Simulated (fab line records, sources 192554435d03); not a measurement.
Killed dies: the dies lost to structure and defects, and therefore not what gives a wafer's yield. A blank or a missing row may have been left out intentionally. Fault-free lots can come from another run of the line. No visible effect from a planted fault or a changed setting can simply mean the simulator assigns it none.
Comparing a struck lot with a sound one | flow n5_finfet | 26 out of 1938 route steps
Sound: wafers L995.2, L995.4, L995.5. Wafers L110.1, L110.4, L110.6 were the ones struck. Last of all comes the cause.
Per side, at each step with rows, come the tool, then ch with its chambers, and then its first start. Under that, the readings that differ: sound wafers | struck wafers | difference of the means | sigmas: that difference in standard deviations of wafers without a fault.
alike: same words and numbers on both sides, and readings whose means sit less than 2 such deviations apart. not compared: any withheld reading, any reading some wafer has no value for, any bound like >300 that may hide the same value, and any number with overlapping values for which the record gives no deviation.
Wherever a step has rows on one side only, a row that says differs or no value, or a row with sigmas, the two part there. Numbers that have no deviation but don't overlap get no sigmas and don't part them. A reading missing from all wafers of one side parts the sides only when that side holds two or more wafers.

first, 1 step without rows for these wafers: N5_BEOL_M4_PRE_CLEAN_56 (time 15 s).
N5_BEOL_M4_DEP_57: deposits SiCN from 3MS/NH3, target thk 8 nm, time 14 s.
  sound on pecvd-02 ch 0,1, day 9 11:04; struck on pecvd-01 ch 1,2, day 12 07:43
  alike: showerhead_plenum_p_Torr, throttle_valve_pct
N5_BEOL_M4_RS_MEAS_58: measurement is done with a four-point probe.
  struck on film_metro-01, day 12 07:47; sound on film_metro-01, day 9 11:08
  alike: M4_RS
N5_BEOL_M4_INSPECT_59: inspects for defects (darkfield).
  struck on defect_inspect-01, day 12 07:48; sound on defect_inspect-01, day 9 11:10
  alike: raw_defect_count
N5_BEOL_M4_RC_MEAS_101:
  sound on prober-01 ch 0, day 9 11:21; struck on prober-02 ch 0, day 12 07:50
  alike: DIBL_N, DIBL_P, IOFF_N, IOFF_P, ION_N, ION_P, SS_N, SS_P, VT_N, VT_P
N5_BEOL_M5_ILD_DEP_00: deposits SiCOH lowk from DEMS/porogen, target thk 140.64 nm, time 25.9 s.
  sound on pecvd-01 ch 0,2, day 9 12:09; struck on pecvd-04 ch 1,2, day 12 08:47
  alike: heater_power_w, showerhead_plenum_p_Torr, throttle_valve_pct
N5_BEOL_M5_CURE_79: cures SiCOH lowk, time 240 s.
  sound on uv_cure-03 ch 2, day 9 12:17; struck on uv_cure-02 ch 1, day 12 08:51
  alike: lamp_power_pct, wafer_temp_C_max
N5_BEOL_M5_THK_MEAS_01:
  struck on film_metro-01, day 12 09:23; sound on film_metro-02, day 9 12:44
  alike: M5_ILD_THK
then, 1 step without rows for these wafers: N5_BEOL_M5_PECVD_70 (deposits SiO2 from TEOS/O2, target thk 16 nm, time 18 s).
N5_BEOL_M5_HM_DEP_02: deposits TiN, target thk 20 nm.
  struck on pvd_sputter-01, day 12 09:29; sound on pvd_sputter-01, day 9 14:17
  alike: chamber_pressure_pa, throttle_valve_pct
then, 2 steps without rows for these wafers: N5_BEOL_M5_COAT_59 (time 60 s, resist thk 60 nm); N5_BEOL_M5_COAT_60 (time 60 s, resist thk 12 nm).
N5_BEOL_M5_COAT_71: time 60 s, resist thk 5 nm.
  sound on litho_track-01 ch 0, day 9 14:25; struck on litho_track-01 ch 0, day 12 09:37
  reading                                         | sound                | struck               | difference | sigmas
  spin_speed_rpm (rpm)                            | 1499.9 1499.4 1500.4 | 1744.8 1743.6 1743.0 | +243.9     | +99 or more
  model.underlayer_of_BEOL_M5_COAT_71.thk_nm (nm) | 5 5 5                | 4.6 4.6 4.6          | -0.4       |
  alike: heater_power_total_W, plate_temp_C
then, 6 steps without rows for these wafers: N5_BEOL_M5_COAT_05 (resist thk 30 nm); N5_BEOL_M5_EBR_07; N5_BEOL_M5_SOFTBAKE_06 (time 60 s); N5_BEOL_M5_EXPOSE_08 (exposes mask M5, target cd 28 nm); N5_BEOL_M5_PEB_09 (peb time 60 s); N5_BEOL_M5_DEVELOP_10 (develop time 30 s).
N5_BEOL_M5_CD_MEAS_11: the cd target is 27.74 nm.
  sound on cd_sem-01 ch 0, day 9 14:41; struck on cd_sem-02 ch 0, day 12 10:00
  alike: cd_nm
N5_BEOL_M5_OVL_MEAS_12:
  sound on overlay-02 ch 0, day 9 14:43; struck on overlay-01 ch 0, day 12 10:02
  alike: M5_OVL
N5_BEOL_M5_INSPECT_13: inspects for defects (brightfield).
  struck on defect_inspect-01, day 12 10:05; sound on defect_inspect-02, day 9 14:46
  alike: raw_defect_count
then, 1 step without rows for these wafers: N5_BEOL_M5_DESCUM_16 (chemistry O2, time 7 s).
N5_BEOL_M5_ETCH_72: etches underlayer in N2/H2, target depth 6.5 nm, time 5.2 s.
  sound on rie_diel-03 ch 0,1, day 9 15:08; struck on rie_diel-05 ch 0,2,3, day 12 10:16
  reading                  | sound             | struck           | difference | sigmas
  model.etch.depth_nm (nm) | 4.993 4.984 4.989 | 4.636 4.64 4.625 | -0.355     |
  alike: drypump_motor_current_A, etch_rf_on_time_s, oes_product_au, rf_vpp_V, showerhead_plenum_p_Torr, throttle_valve_pct
  not compared: rf_hours_counter_h
N5_BEOL_M5_ETCH_61: etches SiARC in CF4, target depth 15.6 nm, time 26 s.
  sound on rie_diel-03 ch 0,1, day 9 15:09; struck on rie_diel-05 ch 0,2,3, day 12 10:17
  alike: drypump_motor_current_A, etch_rf_on_time_s, oes_product_au, rf_vpp_V, showerhead_plenum_p_Torr, throttle_valve_pct
  not compared: rf_hours_counter_h
then, 1 step without rows for these wafers: N5_PASSIVATION_PROBE_49.

WHERE THEY PART
Within this record, at N5_BEOL_M5_COAT_71 only. Later steps at which nothing parts them and some readings are alike: N5_BEOL_M5_CD_MEAS_11, N5_BEOL_M5_OVL_MEAS_12, N5_BEOL_M5_INSPECT_13, N5_BEOL_M5_ETCH_72, N5_BEOL_M5_ETCH_61.

WHY: the cause the simulator had injected
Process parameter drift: litho_track-01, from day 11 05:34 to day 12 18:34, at N5_BEOL_M5_COAT_71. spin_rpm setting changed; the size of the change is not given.
